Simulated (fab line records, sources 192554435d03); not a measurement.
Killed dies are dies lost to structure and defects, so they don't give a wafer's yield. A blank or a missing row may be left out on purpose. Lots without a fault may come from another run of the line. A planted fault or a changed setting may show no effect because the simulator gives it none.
fab line records | flow n5_finfet
record lots=4 wafers=12 last_day=19
route steps=1938 shown SD_EPI_P@306 SD_ACTIVATION@330 BEOL_M4@1111 PASSIVATION@1936
lots that met no fault: from a run of the same line without faults
start_h: hours from the record's first day to the start of the lot's first wafer shown | wait_h: hours since the lot's step before | " the same as in the row above | L1.1+2: a row that stands for several wafers | - no value, or no start given | * or withheld: withheld | < > ~ a bound
route shown NAME@n: a module of which the file shows steps, and the number in the route of the first | usual: mean/standard deviation of fault-free wafers | same: alike in all rows | chamber/n: place in a boat | sites: the reading at each site | _std_site: their standard deviation | _edge_site: outer sites' mean less inner sites' | radius_mm: how far each site lies from the wafer's centre | mask NAME#n: copy n | behind: the tool/chamber that last shaped the wafer | hold: why the lot was held/for how many hours/how that ended | device: the transistor (n, p or np) that didn't switch | end of line: the same wafers' tests at the end of the route | a step without rows: its recipe alone | killed: dies lost to structure and defects at the first sort, not the wafer's yield | map: a wafer's dies, x killed, . not, _ none there
set.NAME: the setting as run; set.NAME@STEP: as run at that earlier step | model.NAME: the simulator's own value behind a step, which no gauge read
lots at some steps of the route; a table a step, a row a wafer
## steps
# step N5_SD_EPI_P_DESCUM_14
# recipe chemistry=O2 time_s=7.9 source_power_w=50 bias_power_w=20 pressure_mtorr=20 rf_frequency_hz=2.712e+07 temp_c=40 resist=CAR-ArF-block o2_flow_sccm=225
# step N5_SD_EPI_P_ETCH_36
# recipe chemistry=CF4 target=SiARC target_depth_a=455 mask_material=CAR-ArF-block time_s=75.8 ion_energy_ev=80 pressure_mtorr=40 source_w=545 bias_w=36 Ar_flow_sccm=100 cf4_flow_sccm=100 ends=cleared
# step N5_SD_EPI_P_ETCH_37
# recipe chemistry=N2/H2 target=SOC overetch_a=1080 mask_material=SiARC temp_c=40 ion_energy_ev=100 source_w=3000 bias_w=133 pressure_mtorr=20 time_s=486 n2_flow_sccm=200 h2_flow_sccm=200 ends=end_point
# step N5_SD_EPI_P_STRIP_38
# recipe chemistry=N2/H2 temp_c=40 n2_flow_sccm=200 h2_flow_sccm=200 rf_frequency_hz=6e+07
# step N5_SD_EPI_P_ETCHBACK_46
# recipe chemistry=CH3F/O2 mode=anisotropic_etchback target=SiNx target_depth_a=175 stop_on=SiO2 over_etch_frac=0.3 ion_energy_ev=120 pressure_mtorr=30 source_w=395 bias_w=73 Ar_flow_sccm=150 CH3F_flow_sccm=30 O2_flow_sccm=20
# step N5_SD_EPI_P_ETCH_47
# recipe chemistry=CH3F/O2 target=SiOCN target_depth_a=250 mask_material=SOC ion_energy_ev=60 bias_w=29 pressure_mtorr=30 source_w=410 Ar_flow_sccm=150 CH3F_flow_sccm=30 O2_flow_sccm=20
# step N5_SD_EPI_P_ETCH_16
# recipe chemistry=CHF3/O2 target=SiO2 target_depth_a=50 mask_material=SOC pressure_mtorr=30 source_w=650 bias_w=170 Ar_flow_sccm=200 CHF3_flow_sccm=50 O2_flow_sccm=5 ion_energy_ev=200
# step N5_SD_EPI_P_STRIP_50
# recipe chemistry=CHF3/O2 resist=SiARC rf_frequency_hz=6e+07
# step N5_SD_EPI_P_SD_RECESS_17
# recipe chemistry=HBr/Cl2/O2 target_depth_a=391 bt_time_s=3 pressure_mtorr=10 icp_w=800 bias_w=112 HBr_flow_sccm=150 Cl2_flow_sccm=80 O2_flow_sccm=12
# step N5_SD_EPI_P_WET_ETCH_45
# recipe chemistry=dHF dilution=withheld time_s=10.7 target=SiO2 target_depth_a=20 temp_c=25 dry=ipa_marangoni rinse_time_s=30 rinse_temp_c=23
# step N5_SD_EPI_P_STRIP_40
# recipe chemistry=N2/H2 power_w=1000 temp_c=250 h2_frac=0.65 overash_fraction=0.3 pressure_mtorr=withheld n2_flow_sccm=1750 h2_flow_sccm=3250
# step N5_SD_EPI_P_PRECLEAN_52
# recipe chemistry=O3/DIW time_s=60 temp_c=22 o3_ppm=10
# columns lot.wafer tool chamber start_h wait_h
L330.2+3+5 wet_bench-03 3,4,6 109.90 -
L335.1+3+6 wet_bench-03 1,3,0 139.97 -
L336.1+3+6 wet_bench-03 7,1,2 148.66 -
L343.4+5+6 wet_bench-03 1,4,2 221.00 -
# step N5_SD_EPI_P_SRD_20
# recipe dry=ipa_marangoni do_ppb=5 time_s=30 temp_c=23 rinse_liquid=diw
# step N5_SD_EPI_P_PRECLEAN_51
# recipe chemistry=NF3:NH3 afs_cycles=1 temp_c=30 time_s=20 sublimation_temp_c=180 sublimation_time_s=60 pressure_torr=3 rf_power_w=30
# step N5_SD_EPI_P_VAPOR_ETCH_44
# recipe chemistry=NF3/Ar target=SiGe30 temp_c=25 time_s=3.3 mode=isotropic
# step N5_SD_EPI_P_EPI_21
# recipe material=SiGe:B dopant=B temp_c=550 pressure_torr=20 ambient=H2 time_s=355
# step N5_SD_EPI_P_HM_STRIP_48
# recipe chemistry=H3PO4 temp_c=160 material=SiNx target=SiNx target_depth_a=30 overetch_fraction=0.3
# step N5_SD_EPI_P_SRD_49
# recipe dry=ipa_marangoni time_s=30 temp_c=23 rinse_liquid=diw
# step N5_SD_EPI_P_PRECLEAN_24
# recipe chemistry=O3/DIW time_s=45 temp_c=22 o3_ppm=10
# step N5_SD_EPI_P_PRECLEAN_32
# recipe chemistry=dHF time_s=10 dilution=500:1 temp_c=25
# step N5_SD_EPI_P_PRECLEAN_33
# recipe chemistry=SC2 time_s=45 temp_c=35 mix=1:1:50
# step N5_SD_EPI_P_SRD_25
# recipe time_s=30 temp_c=23 rinse_liquid=diw dry=ipa_marangoni
# step N5_SD_EPI_P_INSPECT_26
# recipe inspect_instrument=darkfield mode=post_epi
# usual raw_defect_count=172/34
# columns lot.wafer tool chamber start_h wait_h raw_defect_count
L330.2 defect_inspect-01 - 112.70 0.0 167
L330.3 " - " " 141
L330.5 " - " " 149
L335.1 defect_inspect-02 - 142.76 0.0 777
L335.3 " - " " 146
L335.6 " - " " 165
L336.1 defect_inspect-01 - 151.46 0.0 212
L336.3 " - " " 744
L336.6 " - " " 195
L343.4 defect_inspect-01 - 223.80 0.0 164
L343.5 " - " " 176
L343.6 " - " " 171
# step N5_SD_ACTIVATION_RTA_00
# recipe temp_c=975 time_s=0 ambient=N2 idle_temp_c=600 ramp_up_c_per_s=150 ramp_down_c_per_s=60 cool_to_c=600
# step N5_BEOL_M4_RC_MEAS_101
# usual DIBL_N=36.5/1.2 DIBL_P=36.5/1.6 IOFF_N=0.162/0.023 IOFF_P=0.221/0.03 ION_N=678/8 ION_P=466/6.3 SS_N=71.6/0.46 SS_P=73.3/0.57 VT_N=249.2/2.6 VT_P=-249/3.3
# columns lot.wafer tool chamber start_h wait_h DIBL_N[mV/V] DIBL_P[mV/V] IOFF_N[nA/um] IOFF_P[nA/um] ION_N[uA/um] ION_P[uA/um] SS_N[mV/dec] SS_P[mV/dec] VT_N[mV] VT_P[mV]
L330.2 prober-02 0 265.45 0.2 35.8 33.9 0.134 0.179 674 459 70.8 72.8 249.3 -253
L330.3 " 0 " " 37.2 36.5 0.172 0.213 681 462 72.0 73.1 245.3 -249
L330.5 " 0 " " 37.3 36.1 0.162 0.206 673 461 71.6 72.7 249.4 -252
L335.1 prober-02 0 290.96 0.2 35.6 35.1 0.150 0.209 672 462 72.1 73.4 247.5 -250
L335.3 " 0 " " 35.9 36.2 0.153 0.231 677 468 71.6 73.4 248.8 -248
L335.6 " 0 " " 35.7 36.0 0.147 0.218 673 466 71.4 72.4 252.4 -247
L336.1 prober-02 0 312.30 0.0 36.4 36.1 0.158 0.201 679 463 71.0 72.4 250.3 -251
L336.3 " 0 " " 36.2 35.2 0.147 0.186 672 454 71.3 73.0 252.0 -253
L336.6 " 0 " " 36.1 35.6 0.155 0.191 670 461 71.5 72.4 247.4 -252
L343.4 prober-02 0 358.34 0.5 36.3 35.3 0.180 0.254 690 472 71.7 74.0 247.8 -244
L343.5 " 0 " " 33.5 32.8 0.139 0.205 685 474 71.1 72.4 250.6 -247
L343.6 " 0 " " 36.1 35.2 0.184 0.261 698 475 71.4 72.7 244.3 -243
# step N5_PASSIVATION_PROBE_49
# usual defect_limited_yield=91.2/1.3 killed_at_M0_to_M3=34/9.2 killed_at_M4_up=14/5 killed_at_contacts=13/6.7 killed_at_front_end=39/12 killed_at_other=4/3.3 killed_dies=104/15 killed_open=68/12 killed_short=34/7.5 sort_bin_5_function=5.2/0.87 sort_bin_6_memory=3.3/0.63 sort_n_pass=1076/15 sort_yield_pct=91.2/1.3
# same gross_dies=1180 killed_at_back_side=0 sort_bin_4_leakage[%]=0 sort_bin_8_speed[%]=0
# columns lot.wafer tool chamber start_h wait_h defect_limited_yield[%] killed_at_M0_to_M3 killed_at_M4_up killed_at_contacts killed_at_front_end killed_at_other killed_dies killed_open killed_short sort_bin_5_function[%] sort_bin_6_memory[%] sort_n_pass sort_yield_pct[%]
L335.1 prober-02 - 395.81 0.0 82.5 32 6 19 150 0 207 47 30 10.7 4.0 973 82.5
L336.3 prober-01 - 420.41 0.1 81.7 40 7 11 157 1 216 64 22 11.9 4.3 964 81.7
# killed by level:class
L335.1 SD_EPI_P:unspecified=123 MOL_CONTACT_COAG:geometric_particle:open=13 BEOL_M0_SAQP:geometric_particle:short=9 FIN_SAQP:geometric_particle:short=7 BEOL_M0_SAQP:geometric_particle:open=7 STI_FIN_REVEAL:geometric_particle:open=5 FIN_SAQP:geometric_particle:open=4 MOL_CONTACT_COAG:geometric_particle:short=4
L336.3 SD_EPI_P:unspecified=130 BEOL_M1:geometric_particle:open=17 MOL_CONTACT_COAG:geometric_particle:open=10 FIN_SAQP:geometric_particle:short=8 BEOL_M2:geometric_particle:open=7 BEOL_M3:geometric_particle:open=6 STI_FIN_REVEAL:geometric_particle:open=5 FIN_SAQP:geometric_particle:open=4
# map L335.1 (x killed, . not)
_________________............________________
______________...xx..x.........._____________
___________....................x...__________
__________................x........._________
________...x.......x.................._______
_______..x...x........x................______
______x..............x......x.x....x...._____
_____...x...x...........xx..x............____
____......................................___
___.....x.......xx.........................__
___........x.......x.....................x.__
__...x.....x....x..x.................x......_
__............x.................x.x........._
_..x.x..............x..x.......x.xxxx...x....
_.................x...........xxxxxxxxxx.....
_...........................xxxxxxxxxxxxx....
_..x.................x......xxxxxxxxxxxx....x
_..x.....................x.xxxxxxxxxxxxxxx...
_..x..................x.....xxxxxxxxxxxxx.x..
_....................x......xxxxxxxxxxxxx.x..
_..x.x......x..............xx.xxxxxxxxxxx..xx
__..x.....x.................xxxxxxxxxx.xx..x_
__........x.x...........xx..xxx.xxxxxx.x...._
___.......x....................xxx..x..x...__
___x..x.........x.................xx.......__
____..........x..............x............___
_____...................x....xx.....x....____
______.........x...........x.x.........._____
_______.............x..................______
________x.......x....................._______
__________...x......................_________
___________..............xxx.......__________
______________..........x..x...._____________
_________________............________________
# map L336.3 (x killed, . not)
_________________............________________
______________x...............x._____________
___________x.....x..x.......x......__________
__________.x........................_________
________..........x........x.........._______
_______..............xx.x.....x........______
______.......x.x....x..x...........x.x.._____
_____.....xx..x.........x...........x....____
____...........x....x..................x..___
___...........x......x...............x.....__
___....................x...................__
__.................x.........x.......x......_
__.......x...x.....x..xx.......xxxxx.x......_
_............................xxx.x.xxxxx.xx..
_................x..........xx.xxxxxxx.......
_..........................xxxxxxxxxxxxxxx...
_..........................xxxxxxxxxxxxxx..x.
_...........x......x..x.....x.xxxxxxxxxxxx...
_.........x...............xxxxxxxxxxxxxxxx...
_.x...x.x.........x........x.xxxxxxxxxxxx.xx.
_........x.x..............xxxxxxxxxxxxxxx....
__.................x........x..xxxxx.xxx.x.._
__....x.......x..............x.xxxxx.xx.x..._
___.x..............x..........x.xx.x.x.x...__
___..........x......x.......x...xx.........__
____.....x....x...........................___
_____.........x.....x..x.................____
______xx..................x........x...._____
_______.....x..........x...............______
________.....................x........_______
__________......x...............x..._________
___________........................__________
______________.x................_____________
_________________.......x....________________
## key
first_sign step=N5_SD_EPI_P_INSPECT_26 reading=raw_defect_count direction=up sigmas=17 usual=172 struck=760
effect step=N5_PASSIVATION_PROBE_49 reading=killed_at_front_end direction=up sigmas=9.4 usual=39 struck=154
more_kills_born_at N5_SD_EPI_P_PRECLEAN_52@wet_bench-03=253
met_at N5_SD_EPI_P_PRECLEAN_52
struck_wafers L335.1,L336.3
fault kind=chamber_particle_source tool=wet_bench-03 chamber=1 onset_h=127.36 steps=N5_SD_EPI_P_PRECLEAN_52 rate_per_visit_cm2=0.91444 end_h=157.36
